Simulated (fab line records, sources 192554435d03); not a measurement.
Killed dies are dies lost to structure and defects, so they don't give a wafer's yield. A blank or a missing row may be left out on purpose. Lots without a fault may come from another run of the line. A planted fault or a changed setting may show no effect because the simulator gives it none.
fab line records | flow n5_finfet | part 2 of 2: steps 5 to 6 of 6
record lots=23 wafers=69 last_day=17
route steps=1938 shown BEOL_M8@1400 BEOL_M9@1417
lots that met no fault: from a run of the same line without faults
start_h: hours from the record's first day to the start of the lot's first wafer shown | wait_h: hours since the lot's step before | " the same as in the row above | L1.1+2: a row that stands for several wafers | - no value, or no start given | * or withheld: withheld | < > ~ a bound
route shown NAME@n: a module of which the file shows steps, and the number in the route of the first | usual: mean/standard deviation of fault-free wafers | same: alike in all rows | chamber/n: place in a boat | sites: the reading at each site | _std_site: their standard deviation | _edge_site: outer sites' mean less inner sites' | radius_mm: how far each site lies from the wafer's centre | mask NAME#n: copy n | behind: the tool/chamber that last shaped the wafer | hold: why the lot was held/for how many hours/how that ended | device: the transistor (n, p or np) that didn't switch | end of line: the same wafers' tests at the end of the route | a step without rows: its recipe alone | killed: dies lost to structure and defects at the first sort, not the wafer's yield | map: a wafer's dies, x killed, . not, _ none there
set.NAME: the setting as run; set.NAME@STEP: as run at that earlier step | model.NAME: the simulator's own value behind a step, which no gauge read
steps of the route over a sample of lots; a table a step, a row a wafer
services: from which hour (start_h, from the record's first day; less than 0 if before it) a tool's chamber was out of use, for how many hours, and why
## steps
# step N5_BEOL_M9_DESCUM_33
# recipe chemistry=O2 time_s=7 source_power_w=50 bias_power_w=20 pressure_mtorr=20 rf_frequency_hz=2.712e+07 temp_c=40 resist=CAR-EUV o2_flow_sccm=225
# usual drypump_motor_current_A=5.8/0.43 oes_product_au=0.78/0.086 rf_vpp_V=242.7/1.1 showerhead_plenum_p_Torr=2.06/0.051 throttle_valve_pct=20.48/0.25
# columns lot.wafer tool chamber start_h wait_h drypump_motor_current_A oes_product_au rf_hours_counter_h rf_vpp_V showerhead_plenum_p_Torr throttle_valve_pct
L074.1 rie_diel-06 0 228.94 0.0 5.6 0.92 9 243.6 2.07 20.63
L074.3 " 2 " " 6.2 0.72 203 242.8 2.08 20.92
L074.6 " 3 " " 5.2 0.72 - 244.7 2.15 20.66
L076.1 rie_diel-01 2 234.21 0.1 5.8 0.77 176 242.3 2.10 20.60
L076.4 " 0 " " 6.3 0.93 - 242.4 2.05 20.04
L076.6 " 2 " " 5.8 0.77 - 242.6 2.10 20.61
L079.3 rie_diel-01 0 243.02 0.0 6.3 0.91 23 241.8 2.05 20.05
L079.5 " 1 " " 5.5 0.73 - 241.9 1.97 20.14
L079.6 " 2 " " 5.8 0.76 - 243.3 2.10 20.60
L078.2 rie_diel-06 3 252.77 0.0 5.2 0.70 225 244.1 2.15 20.68
L078.3 " 0 " " 5.6 0.90 17 242.4 2.07 20.65
L078.6 " 3 " " 5.2 0.71 - 245.7 2.15 20.69
L081.3 rie_diel-01 2 265.75 0.0 5.9 0.75 186 243.2 2.10 20.62
L081.4 " 0 " " 6.3 0.89 32 241.2 2.04 20.04
L081.5 " 0 " " 6.3 0.89 - 241.1 2.04 20.06
L082.2 rie_diel-02 3 265.79 0.0 6.3 0.81 101 242.2 2.10 20.42
L082.4 " 0 " " 5.0 0.84 69 243.3 2.03 20.37
L082.5 " 1 " " 5.8 0.96 - 243.1 2.03 20.55
L077.2 rie_diel-02 0 275.36 0.0 5.0 0.84 73 241.6 2.03 20.37
L077.5 " 3 " " 6.3 0.80 - 243.8 2.10 20.44
L077.6 " 2 " " 6.0 0.69 - 242.4 2.15 20.63
L080.2 rie_diel-01 0 275.67 0.2 6.3 0.89 35 244.2 2.04 20.06
L080.3 " 2 " " 5.9 0.75 189 242.9 2.10 20.63
L080.4 " 3 " " 6.2 0.73 173 240.5 2.02 20.53
L083.1 rie_diel-02 2 285.95 0.0 6.0 0.70 200 244.6 2.15 20.62
L083.2 " 0 " " 5.0 0.82 77 242.8 2.02 20.37
L083.4 " 1 " " 5.8 0.96 - 242.1 2.03 20.56
L084.1 rie_diel-06 0 285.99 0.0 5.6 0.88 27 241.7 2.07 20.65
L084.2 " 3 " " 5.2 0.70 236 244.2 2.14 20.71
L084.3 " 1 " " 5.5 0.72 194 241.6 2.08 20.10
L085.1 rie_diel-01 2 295.85 0.7 5.9 0.75 196 242.8 2.10 20.63
L085.3 " 1 " " 5.4 0.72 207 241.4 1.97 20.18
L085.4 " 3 " " 6.2 0.73 180 241.7 2.02 20.51
L086.1 rie_diel-01 1 299.71 0.5 5.4 0.72 209 240.5 1.97 20.17
L086.2 " 2 " " 5.9 0.74 197 243.4 2.10 20.63
L086.4 " 0 " " 6.3 0.87 43 240.7 2.04 20.07
L088.1 rie_diel-01 0 301.95 0.7 6.3 0.88 44 242.0 2.04 20.08
L088.3 " 3 " " 6.2 0.72 183 242.1 2.01 20.52
L088.4 " 2 " " 5.9 0.75 198 242.9 2.10 20.64
L087.2 rie_diel-02 0 307.52 1.1 5.0 0.81 85 241.5 2.02 20.40
L087.4 " 1 " " 5.8 0.93 27 243.1 2.03 20.56
L087.6 " 1 " " 5.8 0.93 - 242.7 2.03 20.57
L089.1 rie_diel-06 0 324.84 0.3 5.6 0.87 32 240.4 2.07 20.67
L089.3 " 1 " " 5.5 0.71 200 243.2 2.08 20.11
L089.6 " 2 " " 6.2 0.69 - 242.2 2.07 20.93
L090.2 rie_diel-02 3 324.85 0.3 6.3 0.79 119 243.2 2.09 20.46
L090.4 " 2 " " 6.0 0.68 216 243.2 2.14 20.66
L090.5 " 3 " " 6.3 0.78 - 243.1 2.09 20.46
L091.1 rie_diel-06 1 334.40 0.0 5.5 0.71 203 242.9 2.08 20.11
L091.4 " 0 " " 5.6 0.87 35 243.2 2.07 20.67
L091.6 " 2 " " 6.2 0.69 - 242.9 2.07 20.94
L092.1 rie_diel-02 0 336.35 0.1 5.0 0.80 95 240.8 2.02 20.41
L092.4 " 3 " " 6.3 0.78 123 243.8 2.09 20.48
L092.5 " 1 " " 5.8 0.90 - 240.1 2.02 20.61
L094.1 rie_diel-02 1 345.35 0.0 5.8 0.90 42 242.7 2.02 20.60
L094.2 " 0 " " 5.0 0.81 97 242.2 2.02 20.41
L094.5 " 2 " " 6.0 0.68 - 244.5 2.14 20.67
L093.3 rie_diel-01 1 345.80 0.1 5.4 0.70 227 240.6 1.96 20.21
L093.4 " 2 " " 5.9 0.73 212 243.5 2.09 20.63
L093.5 " 3 " " 6.2 0.72 - 241.6 2.01 20.53
L095.2 rie_diel-06 3 345.96 0.2 5.2 0.69 248 243.4 2.14 20.72
L095.3 " 1 " " 5.5 0.70 208 242.6 2.08 20.12
L095.4 " 0 " " 5.6 0.86 39 243.1 2.06 20.67
L096.1 rie_diel-02 1 346.37 0.0 5.8 0.90 43 241.8 2.02 20.58
L096.4 " 2 " " 6.0 0.67 225 244.1 2.14 20.65
L096.5 " 1 " " 5.8 0.90 - 241.9 2.02 20.61
L097.2 rie_diel-01 0 350.18 0.0 6.3 0.86 63 242.7 2.03 20.12
L097.3 " 3 " " 6.2 0.72 197 241.5 2.01 20.54
L097.4 " 3 " " 6.2 0.71 - 241.5 2.01 20.54
# step N5_BEOL_M9_VIA_ETCH_34
# recipe chemistry=C4F6/O2 target=SiCOH_lowk target_depth_a=1824 mask_material=SOC taper_deg=4 time_s=68.4 ion_energy_ev=250 pressure_mtorr=30 source_w=345 bias_w=185 Ar_flow_sccm=300 C4F6_flow_sccm=10 O2_flow_sccm=10
# usual drypump_motor_current_A=5.8/0.42 oes_ar_750_au=0.78/0.077 oes_product_au=0.78/0.085 rf_vpp_V=666/10 showerhead_plenum_p_Torr=2.81/0.062 throttle_valve_pct=20.97/0.28
# columns lot.wafer tool chamber start_h wait_h drypump_motor_current_A oes_ar_750_au oes_product_au rf_hours_counter_h rf_vpp_V showerhead_plenum_p_Torr throttle_valve_pct
L074.1 rie_diel-06 0 229.12 0.0 5.6 0.91 0.92 9 662 2.82 21.12
L074.3 " 2 " " 6.3 0.72 0.71 203 667 2.84 21.43
L074.6 " 3 " " 5.3 0.73 0.72 - 655 2.94 21.25
L076.1 rie_diel-01 2 234.39 0.0 5.8 0.76 0.75 176 668 2.84 20.95
L076.4 " 0 " " 6.3 0.91 0.92 - 665 2.78 20.47
L076.6 " 2 " " 5.8 0.77 0.76 - 666 2.83 20.94
L079.3 rie_diel-01 0 243.20 0.0 6.3 0.90 0.92 24 664 2.78 20.50
L079.5 " 1 " " 5.5 0.73 0.73 - 645 2.73 20.86
L079.6 " 2 " " 5.9 0.77 0.75 - 666 2.83 20.96
L078.2 rie_diel-06 3 252.95 0.0 5.2 0.73 0.71 225 655 2.94 21.26
L078.3 " 0 " " 5.6 0.90 0.91 17 659 2.82 21.13
L078.6 " 3 " " 5.2 0.72 0.71 - 655 2.94 21.24
L081.3 rie_diel-01 2 265.93 0.0 5.9 0.76 0.75 186 667 2.83 20.97
L081.4 " 0 " " 6.3 0.90 0.91 32 664 2.78 20.52
L081.5 " 0 " " 6.3 0.88 0.89 - 664 2.78 20.51
L082.2 rie_diel-02 3 265.97 0.0 6.3 0.80 0.81 101 678 2.86 20.99
L082.4 " 0 " " 5.0 0.84 0.84 69 672 2.76 20.84
L082.5 " 1 " " 5.8 0.93 0.96 - 666 2.78 21.09
L077.2 rie_diel-02 0 275.54 0.0 5.0 0.83 0.83 73 672 2.76 20.85
L077.5 " 3 " " 6.3 0.79 0.81 - 678 2.86 20.99
L077.6 " 2 " " 6.0 0.70 0.70 - 666 2.91 21.09
L080.2 rie_diel-01 0 275.85 0.0 6.3 0.89 0.90 35 664 2.77 20.50
L080.3 " 2 " " 5.9 0.76 0.75 189 666 2.83 20.97
L080.4 " 3 " " 6.2 0.74 0.74 174 689 2.74 20.94
L083.1 rie_diel-02 2 286.13 0.0 6.0 0.70 0.69 200 666 2.91 21.08
L083.2 " 0 " " 5.0 0.82 0.83 77 671 2.76 20.85
L083.4 " 1 " " 5.8 0.92 0.93 - 665 2.78 21.12
L084.1 rie_diel-06 0 286.17 0.0 5.7 0.87 0.88 27 661 2.81 21.13
L084.2 " 3 " " 5.2 0.72 0.71 236 656 2.94 21.25
L084.3 " 2 " " 6.2 0.70 0.70 222 666 2.84 21.44
L085.1 rie_diel-01 2 296.03 0.0 5.9 0.76 0.74 196 667 2.83 20.98
L085.3 " 1 " " 5.4 0.73 0.71 207 647 2.73 20.87
L085.4 " 3 " " 6.2 0.74 0.74 180 688 2.74 20.95
L086.1 rie_diel-01 1 299.89 0.0 5.5 0.72 0.72 209 648 2.73 20.87
L086.2 " 2 " " 5.9 0.75 0.74 197 667 2.83 20.99
L086.4 " 0 " " 6.3 0.88 0.89 43 664 2.77 20.52
L088.1 rie_diel-01 0 302.13 0.0 6.3 0.87 0.88 44 664 2.77 20.53
L088.3 " 3 " " 6.2 0.74 0.74 183 688 2.74 20.96
L088.4 " 2 " " 5.8 0.75 0.74 198 667 2.82 20.98
L087.2 rie_diel-02 0 307.70 0.0 5.0 0.82 0.82 85 671 2.76 20.87
L087.4 " 1 " " 5.8 0.90 0.91 28 668 2.78 21.12
L087.6 " 1 " " 5.8 0.90 0.92 - 667 2.78 21.11
L089.1 rie_diel-06 0 325.02 0.0 5.6 0.87 0.86 32 660 2.81 21.16
L089.3 " 1 " " 5.5 0.71 0.71 200 678 2.80 20.39
L089.6 " 2 " " 6.2 0.70 0.70 - 665 2.83 21.45
L090.2 rie_diel-02 3 325.03 0.0 6.3 0.78 0.79 119 677 2.86 21.02
L090.4 " 2 " " 6.0 0.69 0.68 217 665 2.90 21.11
L090.5 " 3 " " 6.3 0.78 0.80 - 678 2.86 21.01
L091.1 rie_diel-06 1 334.58 0.0 5.5 0.71 0.70 203 678 2.80 20.40
L091.4 " 0 " " 5.6 0.87 0.87 35 660 2.81 21.16
L091.6 " 2 " " 6.2 0.70 0.69 - 666 2.83 21.47
L092.1 rie_diel-02 0 336.53 0.0 5.0 0.81 0.81 95 672 2.75 20.89
L092.4 " 3 " " 6.3 0.78 0.79 123 680 2.85 21.02
L092.5 " 1 " " 5.8 0.88 0.89 - 665 2.77 21.15
L094.1 rie_diel-02 1 345.53 0.0 5.8 0.88 0.88 43 667 2.77 21.14
L094.2 " 0 " " 5.0 0.80 0.80 97 671 2.75 20.88
L094.5 " 2 " " 6.0 0.69 0.68 - 667 2.90 21.13
L093.3 rie_diel-01 1 345.98 0.0 5.5 0.71 0.70 227 645 2.72 20.90
L093.4 " 2 " " 5.9 0.75 0.74 212 666 2.82 20.99
L093.5 " 3 " " 6.2 0.73 0.72 - 687 2.73 20.98
L095.2 rie_diel-06 3 346.14 0.0 5.2 0.71 0.69 248 655 2.93 21.28
L095.3 " 1 " " 5.5 0.71 0.70 208 679 2.80 20.40
L095.4 " 0 " " 5.6 0.85 0.86 40 662 2.81 21.15
L096.1 rie_diel-02 1 346.55 0.0 5.8 0.87 0.88 43 666 2.77 21.13
L096.4 " 2 " " 6.0 0.69 0.67 225 666 2.90 21.14
L096.5 " 1 " " 5.8 0.88 0.89 - 667 2.77 21.15
L097.2 rie_diel-01 0 350.36 0.0 6.3 0.85 0.85 63 663 2.76 20.55
L097.3 " 3 " " 6.2 0.72 0.73 197 688 2.73 20.98
L097.4 " 3 " " 6.2 0.72 0.73 - 687 2.73 20.99
## services
# columns tool chamber start_h hours kind
rie_diel-06 2 204.70 3.3 repair
rie_diel-02 1 208.27 - clean
rie_diel-02 1 208.27 - consumable_replace:focus_ring
rie_diel-02 1 208.27 17.2 scheduled_down
rie_diel-02 1 208.27 17.2 vent_cycle
rie_diel-02 0 242.88 8.6 repair
rie_diel-06 - 246.07 0.3 repair
rie_diel-06 - 291.33 15.6 pm
rie_diel-02 3 315.13 4.7 repair
rie_diel-02 0 339.01 2.1 repair
rie_diel-01 1 348.30 14.7 repair
